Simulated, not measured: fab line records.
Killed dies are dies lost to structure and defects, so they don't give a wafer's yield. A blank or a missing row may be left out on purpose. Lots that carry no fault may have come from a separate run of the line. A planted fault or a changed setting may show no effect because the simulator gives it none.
Struck lot and sound lot, side by side	flow nand_harc	14 out of 1302 route steps
Sound: these wafers, L908.1, L908.4, L908.6. Struck: wafers L916.3, L916.4. (L916.1 of the same lot was not struck and is left out.) The cause comes at the end.
At each step with rows: each side's tool, then ch and its chambers, then its first start. Under that, the readings that differ: sound wafers	struck wafers	difference of the means	sigmas: that difference in standard deviations of wafers without a fault.
alike: same words and numbers on both sides, and readings whose means sit less than 2 such deviations apart. not compared: any withheld reading, any reading some wafer has no value for, any bound like >300 that may hide the same value, and any number with overlapping values for which the record gives no deviation.
The two part at a step that has a row with sigmas, a row that says differs or no value, or rows on one side only. Non-overlapping numbers with no deviation appear without sigmas and do not part them. A reading missing from all wafers of one side parts the sides only when that side holds two or more wafers.

NHARC_A_DECK1_JOINT_ETCHBACK_07: etches the open film in HBr, target depth 105 nm, time 26.9 s.
  sound on rie_si-05 ch 0,1,2, day 13 03:08; struck on rie_si-05 ch 2, day 16 22:40
  alike: drypump_motor_current_A, he_backside_leak_sccm, oes_product_au, rf_fwd_power_W, run_length_s, throttle_valve_pct
  not compared: rf_hours_counter_h
then, 8 steps without rows for these wafers: NHARC_A_DECK1_JOINT_ETCH_25 (etches SiO2 in dHF, target depth 0.5 nm); NHARC_A_DECK1_JOINT_ETCH_19 (etches poly-Si in TMAH, target depth 3 nm); NHARC_A_DECK1_JOINT_ETCH_18 (etches SiO2 in dHF, target depth 3 nm); NHARC_A_DECK1_JOINT_WET_08 (chemistry H3PO4, time 86 s); NHARC_A_DECK1_JOINT_ETCH_09 (etches SiO2 in dHF, target depth 5 nm); NHARC_A_DECK1_JOINT_WET_10 (chemistry H3PO4, time 86 s); NHARC_A_DECK1_JOINT_ETCH_11 (etches SiO2 in dHF, target depth 35 nm); NHARC_A_DECK1_JOINT_CVD_12 (deposits poly-Si, target thk 90 nm, time 1800 s).
NHARC_A_DECK1_JOINT_CMP_13: polishes, target thk 51.023 nm.
  sound on cmp-01 ch 0,2, day 13 13:18; struck on cmp-04 ch 2,3, day 17 08:50
  alike: motor_current_A, slurry_filter_dp_kPa, time_to_endpoint_s
NHARC_A_DECK1_JOINT_THK_MEAS_14: measures by ellipsometry.
  sound on film_metro-02 at day 13 13:32; struck on film_metro-02 at day 17 09:05
  alike: thk_nm
following that, these wafers have no rows for 1 step: NHARC_A_DECK1_JOINT_SRD_04.
NHARC_A_DECK1_JOINT_ETCHBACK_00: etches the open film in HBr, target depth 30 nm, time 17.4 s.
  sound on rie_si-03 ch 0,2, day 13 13:40; struck on rie_si-03 ch 1,3, day 17 09:13
reading	sound	struck	difference	sigmas
rf_fwd_power_W (W)	343.1 340.5 343.2	- -	no value on the struck wafers	
run_length_s (s)	39.0 38.4 39.2	31.2 30.8	-7.9	-22
  alike: drypump_motor_current_A, he_backside_leak_sccm, oes_product_au, throttle_valve_pct
  not compared: rf_hours_counter_h
then, 1 step without rows for these wafers: NHARC_A_DECK1_JOINT_PRECLEAN_30 (cleans in SC1).

== WHERE THEY PART ==
Only at NHARC_A_DECK1_JOINT_ETCHBACK_00, as far as this record shows.

WHY: whatever the simulator had introduced
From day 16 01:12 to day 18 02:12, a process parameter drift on rie_si-03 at NHARC_A_DECK1_JOINT_ETCHBACK_00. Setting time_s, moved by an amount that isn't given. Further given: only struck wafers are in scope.
